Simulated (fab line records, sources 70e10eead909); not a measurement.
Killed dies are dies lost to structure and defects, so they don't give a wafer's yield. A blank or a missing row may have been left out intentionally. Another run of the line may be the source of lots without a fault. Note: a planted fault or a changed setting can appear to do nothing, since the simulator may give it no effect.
Which tool was responsible? :: flow nand harc :: 12 lots, 32 wafers sampled, at 6 steps of a route of 1159

## WHAT THE GAUGES SHOWED, per wafer
NHARC_A_ONON_D1_THK_MEAS_30: measures by ellipsometry.
lot: L326
measured: day 10 17:06
on: film metro-01
thk nm (nm): 995 993 994

lot: L329
measured: day 10 17:07
on: film metro-02
thk nm (nm): 986 985 985

lot: L330
measured: day 10 17:28
on: film metro-01
thk nm (nm): 985 985 983

lot: L328
measured: day 10 17:48
on: film metro-02
thk nm (nm): 1004 1004 1004

lot: L327
measured: day 10 17:49
on: film metro-01
thk nm (nm): 1007 1008 1007

lot: L333
measured: day 11 04:50
on: film metro-02
thk nm (nm): 1020 1017 1017

lot: L332
measured: day 11 05:52
on: film metro-02
thk nm (nm): 1013 1015 1015

lot: L337
measured: day 11 15:52
on: film metro-02
thk nm (nm): 998

lot: L340
measured: day 11 23:47
on: film metro-02
thk nm (nm): 1023

lot: L342
measured: day 12 00:09
on: film metro-02
thk nm (nm): 1007 1009 1008

lot: L345
measured: day 12 15:37
on: film metro-01
thk nm (nm): 986 986 987

lot: L347
measured: day 12 21:23
on: film metro-02
thk nm (nm): 995 994 995

NHARC_A_CHANNEL_HOLE_D1_INSPECT_40.
lot: L326
measured: day 11 04:32
on: defect inspect-02
raw defect count: 34 31 69

lot: L329
measured: day 11 08:05
on: defect inspect-01
raw defect count: 81 71 65

lot: L330
measured: day 11 08:40
on: defect inspect-02
raw defect count: 45 48 42

lot: L328
measured: day 11 12:40
on: defect inspect-02
raw defect count: 58 58 42

lot: L327
measured: day 11 12:14
on: defect inspect-01
raw defect count: 65 42 52

lot: L333
measured: day 11 18:06
on: defect inspect-02
raw defect count: 74 66 54

lot: L332
measured: day 11 22:14
on: defect inspect-02
raw defect count: 55 49 75

lot: L337
measured: day 12 06:58
on: defect inspect-01
raw defect count: 1086 1093

lot: L340
measured: day 12 11:08
on: defect inspect-01
raw defect count: 1140 1142

lot: L342
measured: day 12 19:05
on: defect inspect-01
raw defect count: 54 91 78

lot: L345
measured: day 13 02:34
on: defect inspect-01
raw defect count: 87 77 78

lot: L347
measured: day 13 08:58
on: defect inspect-01
raw defect count: 46 52 62

NHARC_END_SORT_01.
lot: L337
measured: day 26 23:06
on: prober-02
killed at array: 101
killed at other: 0
killed at periphery: 1
killed dies: 102
killed open: 2
killed short: 3

lot: L340
measured: day 26 19:28
on: prober-01
killed at array: 120
killed at other: 1
killed at periphery: 4
killed dies: 125
killed open: 2
killed short: 1

## EACH LOT AND THE TOOL THAT RAN IT (in order: tool; ch and the chambers of the sampled wafers; start)
lot: L326
NHARC_A_CHANNEL_HOLE_D1_ETCH_33: har etch-02 ch 0,1, day 11 02:39
NHARC_A_CHANNEL_FILL_D1_ALD_15: ald sin batch-02 ch 0, day 11 20:09 or earlier
NHARC_A_CHANNEL_FILL_D1_ALD_16: ald hk-01 ch 1,2,3, day 11 20:09

lot: L329
NHARC_A_CHANNEL_HOLE_D1_ETCH_33: har etch-01 ch 0,1, day 11 06:23
NHARC_A_CHANNEL_FILL_D1_ALD_15: ald sin batch-02 ch 0, day 11 20:25 or earlier
NHARC_A_CHANNEL_FILL_D1_ALD_16: ald hk-01 ch 1,3, day 11 20:25

lot: L330
NHARC_A_CHANNEL_HOLE_D1_ETCH_33: har etch-02 ch 0,1, day 11 06:47
NHARC_A_CHANNEL_FILL_D1_ALD_15: ald sin batch-02 ch 0, day 11 19:55 or earlier
NHARC_A_CHANNEL_FILL_D1_ALD_16: ald hk-01 ch 1,2, day 11 19:55

lot: L328
NHARC_A_CHANNEL_HOLE_D1_ETCH_33: har etch-02 ch 0,1, day 11 10:56
NHARC_A_CHANNEL_FILL_D1_ALD_15: ald sin batch-02 ch 0, day 12 02:53 or earlier
NHARC_A_CHANNEL_FILL_D1_ALD_16: ald hk-01 ch 0,1,2, day 12 02:53

lot: L327
NHARC_A_CHANNEL_HOLE_D1_ETCH_33: har etch-01 ch 0,1, day 11 10:31
NHARC_A_CHANNEL_FILL_D1_ALD_15: ald sin batch-02 ch 0, day 12 02:46 or earlier
NHARC_A_CHANNEL_FILL_D1_ALD_16: ald hk-01 ch 0,1, day 12 02:46

lot: L333
NHARC_A_CHANNEL_HOLE_D1_ETCH_33: har etch-01 ch 0,1, day 11 16:22
NHARC_A_CHANNEL_FILL_D1_ALD_15: ald sin batch-01 ch 0, day 12 07:19 or earlier
NHARC_A_CHANNEL_FILL_D1_ALD_16: ald hk-04 ch 0,1,2, day 12 07:19

lot: L332
NHARC_A_CHANNEL_HOLE_D1_ETCH_33: har etch-01 ch 0,1, day 11 20:34
NHARC_A_CHANNEL_FILL_D1_ALD_15: ald sin batch-03 ch 0, day 12 12:28 or earlier
NHARC_A_CHANNEL_FILL_D1_ALD_16: ald hk-02 ch 0,1,2, day 12 12:28

lot: L337
NHARC_A_CHANNEL_HOLE_D1_ETCH_33: har etch-02 ch 0, day 12 05:17
NHARC_A_CHANNEL_FILL_D1_ALD_15: ald sin batch-02 ch 0, day 13 02:56
NHARC_A_CHANNEL_FILL_D1_ALD_16: ald hk-01 ch 1, day 13 05:01

lot: L340
NHARC_A_CHANNEL_HOLE_D1_ETCH_33: har etch-02 ch 0, day 12 09:24
NHARC_A_CHANNEL_FILL_D1_ALD_15: ald sin batch-02 ch 0, day 13 02:35 or earlier
NHARC_A_CHANNEL_FILL_D1_ALD_16: ald hk-02 ch 0, day 13 02:35

lot: L342
NHARC_A_CHANNEL_HOLE_D1_ETCH_33: har etch-01 ch 0,1, day 12 17:22
NHARC_A_CHANNEL_FILL_D1_ALD_15: ald sin batch-02 ch 0, day 13 07:37 or earlier
NHARC_A_CHANNEL_FILL_D1_ALD_16: ald hk-04 ch 0,1,2, day 13 07:37

lot: L345
NHARC_A_CHANNEL_HOLE_D1_ETCH_33: har etch-01 ch 0,1, day 13 00:50
NHARC_A_CHANNEL_FILL_D1_ALD_15: ald sin batch-02 ch 0, day 13 18:34 or earlier
NHARC_A_CHANNEL_FILL_D1_ALD_16: ald hk-01 ch 0,2, day 13 18:34

lot: L347
NHARC_A_CHANNEL_HOLE_D1_ETCH_33: har etch-01 ch 0,1, day 13 07:15
NHARC_A_CHANNEL_FILL_D1_ALD_15: ald sin batch-03 ch 0, day 13 21:51 or earlier
NHARC_A_CHANNEL_FILL_D1_ALD_16: ald hk-01 ch 1,2,3, day 13 21:51
- NHARC_A_CHANNEL_HOLE_D1_ETCH_33: etches the open film in C4F8/O2/Ar, time 90 s, target depth 400 nm.
- NHARC_A_CHANNEL_FILL_D1_ALD_15: deposits SiNx, target thk 2 nm, pulse time 60 s, ald cycles 19.
- NHARC_A_CHANNEL_FILL_D1_ALD_16: deposits SiO2, target thk 1.5 nm, pulse time 10 s, ald cycles 15.

## AS READ BY THE TOOLS THEMSELVES (means over the sampled wafers that have a number; for cases with no such wafer, the mark the record gives instead)
NHARC_A_CHANNEL_HOLE_D1_ETCH_33.
lot: L326
tool: har etch-02
drypump motor current A (A): 5.5
showerhead plenum p Torr (Torr): 3.81
temp c (C): -20.03
throttle valve pct (%): 27.613

lot: L329
tool: har etch-01
drypump motor current A (A): 6.8
showerhead plenum p Torr (Torr): 3.74
temp c (C): -20.09
throttle valve pct (%): 27.622

lot: L330
tool: har etch-02
drypump motor current A (A): 5.5
showerhead plenum p Torr (Torr): 3.80
temp c (C): -19.99
throttle valve pct (%): 27.625

lot: L328
tool: har etch-02
drypump motor current A (A): 5.4
showerhead plenum p Torr (Torr): 3.78
temp c (C): -19.96
throttle valve pct (%): 27.634

lot: L327
tool: har etch-01
drypump motor current A (A): 6.7
showerhead plenum p Torr (Torr): 3.80
temp c (C): -19.89
throttle valve pct (%): 27.620

lot: L333
tool: har etch-01
drypump motor current A (A): 6.7
showerhead plenum p Torr (Torr): 3.80
temp c (C): -20.00
throttle valve pct (%): 27.627

lot: L332
tool: har etch-01
drypump motor current A (A): 6.7
showerhead plenum p Torr (Torr): 3.80
temp c (C): -19.89
throttle valve pct (%): 27.620

lot: L337
tool: har etch-02
drypump motor current A (A): 5.3
showerhead plenum p Torr (Torr): 3.74
temp c (C): -20.05
throttle valve pct (%): 27.622

lot: L340
tool: har etch-02
drypump motor current A (A): 5.3
showerhead plenum p Torr (Torr): 3.74
temp c (C): -20.01
throttle valve pct (%): 27.618

lot: L342
tool: har etch-01
drypump motor current A (A): 6.8
showerhead plenum p Torr (Torr): 3.72
temp c (C): -20.04
throttle valve pct (%): 27.624

lot: L345
tool: har etch-01
drypump motor current A (A): 6.7
showerhead plenum p Torr (Torr): 3.78
temp c (C): -19.96
throttle valve pct (%): 27.620

lot: L347
tool: har etch-01
drypump motor current A (A): 6.7
showerhead plenum p Torr (Torr): 3.72
temp c (C): -20.05
throttle valve pct (%): 27.625

NHARC_A_CHANNEL_FILL_D1_ALD_15.
lot: L326
tool: ald sin batch-02
chamber pressure Torr (Torr): 2.001
precursor pulse height rel: 1.013

lot: L329
tool: ald sin batch-02
chamber pressure Torr (Torr): 2.001
precursor pulse height rel: 1.004

lot: L330
tool: ald sin batch-02
chamber pressure Torr (Torr): 2.001
precursor pulse height rel: 1.007

lot: L328
tool: ald sin batch-02
chamber pressure Torr (Torr): 2.002
precursor pulse height rel: 1.005

lot: L327
tool: ald sin batch-02
chamber pressure Torr (Torr): 1.995
precursor pulse height rel: 1.005

lot: L333
tool: ald sin batch-01
chamber pressure Torr (Torr): 1.995
precursor pulse height rel: 0.997

lot: L332
tool: ald sin batch-03
chamber pressure Torr (Torr): 1.998
precursor pulse height rel: 1.002

lot: L337
tool: ald sin batch-02
chamber pressure Torr (Torr): 2.001
precursor pulse height rel: 0.974

lot: L340
tool: ald sin batch-02
chamber pressure Torr (Torr): 1.993
precursor pulse height rel: 1.002

lot: L342
tool: ald sin batch-02
chamber pressure Torr (Torr): 2.004
precursor pulse height rel: 1.000

lot: L345
tool: ald sin batch-02
chamber pressure Torr (Torr): 2.002
precursor pulse height rel: 1.018

lot: L347
tool: ald sin batch-03
chamber pressure Torr (Torr): 2.003
precursor pulse height rel: 1.004

NHARC_A_CHANNEL_FILL_D1_ALD_16.
lot: L326
tool: ald hk-01
heater power w (W): 447
precursor pulse height rel: 1.005

lot: L329
tool: ald hk-01
heater power w (W): 432
precursor pulse height rel: 1.005

lot: L330
tool: ald hk-01
heater power w (W): 460
precursor pulse height rel: 0.985

lot: L328
tool: ald hk-01
heater power w (W): 455
precursor pulse height rel: 0.980

lot: L327
tool: ald hk-01
heater power w (W): 446
precursor pulse height rel: 0.992

lot: L333
tool: ald hk-04
heater power w (W): 439
precursor pulse height rel: 0.997

lot: L332
tool: ald hk-02
heater power w (W): 430
precursor pulse height rel: 1.002

lot: L337
tool: ald hk-01
heater power w (W): 452
precursor pulse height rel: 0.996

lot: L340
tool: ald hk-02
heater power w (W): 493
precursor pulse height rel: 1.044

lot: L342
tool: ald hk-04
heater power w (W): 431
precursor pulse height rel: 0.991

lot: L345
tool: ald hk-01
heater power w (W): 466
precursor pulse height rel: 0.985

lot: L347
tool: ald hk-01
heater power w (W): 444
precursor pulse height rel: 1.003

## THE ANSWER, worked out from the rows above alone
Rule: the lots themselves supply what counts as usual. The widest of any qualifying gaps counts: lots, ordered by their means at a reading, are off when they make up no more than a third of the lots, leave a main group of 4 or more, and stand apart from it by 3 or more times the standard deviation of that group's means. If all means in a main group match to the digits the tables above print for the reading, that group is not used. Also off: a lot with no number at a reading for which 4 or more lots have one. All remaining lots with rows at the step are treated as sound. The gauges are gone through in route order, then the tools' own readings, and for those a lot's mean is taken as printed above. The first step at which some lot is off is used, and at that step the reading that is off furthest; a lot without a number counts as furthest.
Off: L337, L340 (NHARC_A_CHANNEL_HOLE_D1_INSPECT_40, raw defect count). Mean 60 and standard deviation 12 in the main group.
A tool fits if, at a process step before that reading, it ran every lot that is off, and no sound lot after the first of them. Those tools and the gauges at NHARC_A_CHANNEL_HOLE_D1_INSPECT_40 are tried in the same way. One fits: NHARC_A_CHANNEL_HOLE_D1_ETCH_33 on har etch-02. Its last sound lot is L328 (day 11 10:56), its first lot that is off L337 (day 12 05:17): a fault that began between those two fits.

## WHAT HAD BEEN PUT IN BY THE SIMULATOR
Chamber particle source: har etch-02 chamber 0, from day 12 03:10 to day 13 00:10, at NHARC_A_CHANNEL_HOLE_D1_ETCH_33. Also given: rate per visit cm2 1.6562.
Struck lots among those shown: L337, L340. The rule above found the same.
